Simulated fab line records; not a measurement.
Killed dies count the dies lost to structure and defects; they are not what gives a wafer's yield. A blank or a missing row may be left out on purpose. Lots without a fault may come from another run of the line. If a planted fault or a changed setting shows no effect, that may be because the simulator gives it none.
Chamber matching ; flow n5 finfet ; N5_MOL_CONTACT_COAG_ALD_20 on ald metal-01: 4 sister chambers
The step deposits TiN, target thk 1.5 nm, pulse time 1 s, purge time 3 s. 8 wafers are shown with their chamber, then 7 later ones without.

## EACH WAFER AND ITS CHAMBER
wafer;chamber;heater power w (W);precursor pulse height rel
L082.1;1;795;1.015
L082.4;3;908;0.993
L084.2;0;827;1.020
L084.4;1;814;1.018
L086.1;0;829;1.033
L086.4;3;899;1.020
L088.3;2;952;0.996
L088.5;2;958;1.015

## WAFERS WITHOUT THEIR CHAMBER
wafer;heater power w (W);precursor pulse height rel
L088.6;890;0.997
L090.3;815;0.960
L090.5;821;0.993
L090.6;860;1.015
L094.1;809;0.987
L094.2;975;1.022
L094.6;958;1.024

## CHAMBER TAKEN BY EACH
wafer;from the rows above;in truth
L088.6;3;3
L090.3;can't be placed: 1 or 0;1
L090.5;can't be placed: 0 or 1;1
L090.6;can't be placed: 0 or 3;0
L094.1;can't be placed: 1 or 0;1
L094.2;2;2
L094.6;2;2
Correctly placed: 3 of 7. Can't be placed from these rows: 4 (the true chamber is among the candidates in 4). Wrongly placed: 0.
How it was worked out, from the rows above alone: a wafer's distance from a chamber is the root of the sum, over the readings, of the square of ((its reading less the chamber's mean) divided by the reading's scatter). If the next closest chamber is less than 2 further off than the closest, the wafer can't be placed; otherwise it belongs to the closest. For every chamber, the mean is computed from those of its wafers that are shown. How the scatter is found: for the shown wafers, subtract from each reading the mean of its chamber, square and add these, divide the total by (wafers less chambers), then take the root.
